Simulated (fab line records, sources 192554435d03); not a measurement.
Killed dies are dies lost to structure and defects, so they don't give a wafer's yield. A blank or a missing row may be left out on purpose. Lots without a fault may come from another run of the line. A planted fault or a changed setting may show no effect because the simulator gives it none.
Split-lot experiment | flow n5_finfet | 7 lots, 39 wafers read, on a route of 1938 steps

THE SPLIT
At N5_BEOL_M2_VIA_ETCH_34 (etches the open film in C4F6/O2, target depth 69.4 nm, time 65.9 s), the setting target_depth_a was moved away from the recipe's 694 angstrom on 9 of the 39 wafers read, by -21.8% to +50.3%. The other wafers ran this setting at the recipe's value.

The reading is taken at the split's own step.

THE READING
SOC_of_BEOL_M2_COAT_67.thk_nm (the simulator's own value, which no gauge read), in nm, at N5_BEOL_M2_VIA_ETCH_34 (etches the open film in C4F6/O2, target depth 69.4 nm, time 65.9 s). The file gives no usual value for it. The 30 wafers here that ran the recipe average 51.9 nm, standard deviation 0.39 nm.

wafer  | tool, chamber at the split | target_depth_a as run, angstrom | against the recipe | SOC_of_BEOL_M2_COAT_67.thk_nm, nm | against lot-mates on the recipe
L075.1 | rie_diel-05, 2             | 1043                            | +50.3%             | 47.4                              | -4.4
L075.2 | rie_diel-05, 1             | 694                             | recipe             | 51.8                              | -
L075.3 | rie_diel-05, 3             | 1043                            | +50.3%             | 47.6                              | -4.2
L075.4 | rie_diel-05, 0             | 694                             | recipe             | 52                                | -
L075.5 | rie_diel-05, 2             | 694                             | recipe             | 51.6                              | -
L075.6 | rie_diel-05, 3             | 1043                            | +50.3%             | 47.8                              | -4.0
L076.1 | rie_diel-01, 3             | 694                             | recipe             | 51.6                              | -
L076.2 | rie_diel-01, 2             | 694                             | recipe             | 51.4                              | -
L076.3 | rie_diel-01, 1             | 694                             | recipe             | 51.4                              | -
L076.4 | rie_diel-01, 0             | 694                             | recipe             | 51.8                              | -
L076.5 | rie_diel-01, 2             | 694                             | recipe             | 51.6                              | -
L076.6 | rie_diel-01, 1             | 694                             | recipe             | 51.6                              | -
L079.1 | rie_diel-02, 1             | 694                             | recipe             | 52.2                              | -
L079.2 | rie_diel-02, 2             | 694                             | recipe             | 52.4                              | -
L079.3 | rie_diel-02, 0             | 694                             | recipe             | 52                                | -
L079.4 | rie_diel-02, 3             | 694                             | recipe             | 52                                | -
L079.5 | rie_diel-02, 3             | 694                             | recipe             | 52                                | -
L079.6 | rie_diel-02, 0             | 694                             | recipe             | 51.8                              | -
L083.1 | rie_diel-01, 2             | 853                             | +22.9%             | 49.6                              | -2.1
L083.2 | rie_diel-01, 1             | 853                             | +22.9%             | 49.8                              | -1.9
L083.6 | rie_diel-01, 1             | 853                             | +22.9%             | 49.8                              | -1.9
L083.3 | rie_diel-01, 3             | 694                             | recipe             | 51.8                              | -
L083.4 | rie_diel-01, 0             | 694                             | recipe             | 51.6                              | -
L083.5 | rie_diel-01, 2             | 694                             | recipe             | 51.6                              | -
L084.1 | rie_diel-01, 1             | 694                             | recipe             | 51.6                              | -
L084.3 | rie_diel-01, 1             | 694                             | recipe             | 51.4                              | -
L084.4 | rie_diel-01, 2             | 694                             | recipe             | 51.4                              | -
L087.1 | rie_diel-01, 0             | 694                             | recipe             | 51.2                              | -
L087.2 | rie_diel-01, 2             | 542.7                           | -21.8%             | 53.6                              | +2.1
L087.3 | rie_diel-01, 1             | 542.7                           | -21.8%             | 53.4                              | +1.9
L087.4 | rie_diel-01, 3             | 694                             | recipe             | 52                                | -
L087.5 | rie_diel-01, 1             | 542.7                           | -21.8%             | 53.4                              | +1.9
L087.6 | rie_diel-01, 0             | 694                             | recipe             | 51.4                              | -
L089.1 | rie_diel-05, 3             | 694                             | recipe             | 52.6                              | -
L089.2 | rie_diel-05, 0             | 694                             | recipe             | 52.4                              | -
L089.3 | rie_diel-05, 1             | 694                             | recipe             | 52.6                              | -
L089.4 | rie_diel-05, 2             | 694                             | recipe             | 52.2                              | -
L089.5 | rie_diel-05, 2             | 694                             | recipe             | 52.2                              | -
L089.6 | rie_diel-05, 1             | 694                             | recipe             | 52.6                              | -

THE FIT
A straight line over all 39 wafers: SOC_of_BEOL_M2_COAT_67.thk_nm changes by -0.0839 nm for each +1% of target_depth_a; r = -0.97; the points scatter about the line by 0.37 nm.
The same after taking each lot's own level away (the mean of its wafers on the recipe; 39 wafers): -0.0845 nm for each +1%; r = -0.99; scatter 0.18 nm.
On that fit, the largest move of target_depth_a shifts the reading by 4.2 nm.
The lots' own levels span 51.47 to 52.43 nm, that is 2.5 times the standard deviation above.
So the lot-to-lot level changes the slope little: the two slopes agree.
Check: with one of the wafers moved furthest among these (+50.3%) left out of the fit, the line predicts -4.19 nm for it against its lot-mates. It came out at -4.4 nm against them.

OTHER SPLITS ON THESE WAFERS
These wafers also went through other splits before the reading. Each is held against what the fit with the lots' levels taken away leaves over:
other split on the same wafers     | wafers away from the commonest value | r with SOC_of_BEOL_M2_COAT_67.thk_nm (lot level and that fit taken away)
N5_FIN_SAQP_HM_DEP_03 target_thk_a | 12                                   | -0.18
N5_SD_EPI_N_EPI_21 time_s          | 15                                   | -0.15
N5_BEOL_M0_SAQP_PECVD_00 time_s    | 15                                   | +0.08
N5_BEOL_M1_ILD_DEP_00 target_thk_a | 9                                    | -0.16

THE WHOLE CHAIN: every reading that the file lists as answering this split, in the file's order
step                   | what it does                                                       | reading                                                                        | change (the file's fit)                | r (the file's)
N5_BEOL_M2_VIA_ETCH_34 | etches the open film in C4F6/O2, target depth 69.4 nm, time 65.9 s | etch.depth_nm (the simulator's own value, which no gauge read)                 | +0.694 nm for each +1% of the setting  | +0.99
N5_BEOL_M2_VIA_ETCH_34 | etches the open film in C4F6/O2, target depth 69.4 nm, time 65.9 s | SOC_of_BEOL_M2_COAT_67.thk_nm (the simulator's own value, which no gauge read) | -0.0843 nm for each +1% of the setting | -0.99

THE FILE'S OWN FIT
SOC_of_BEOL_M2_COAT_67.thk_nm changes by -0.0843 nm for each +1% of target_depth_a, r = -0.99.
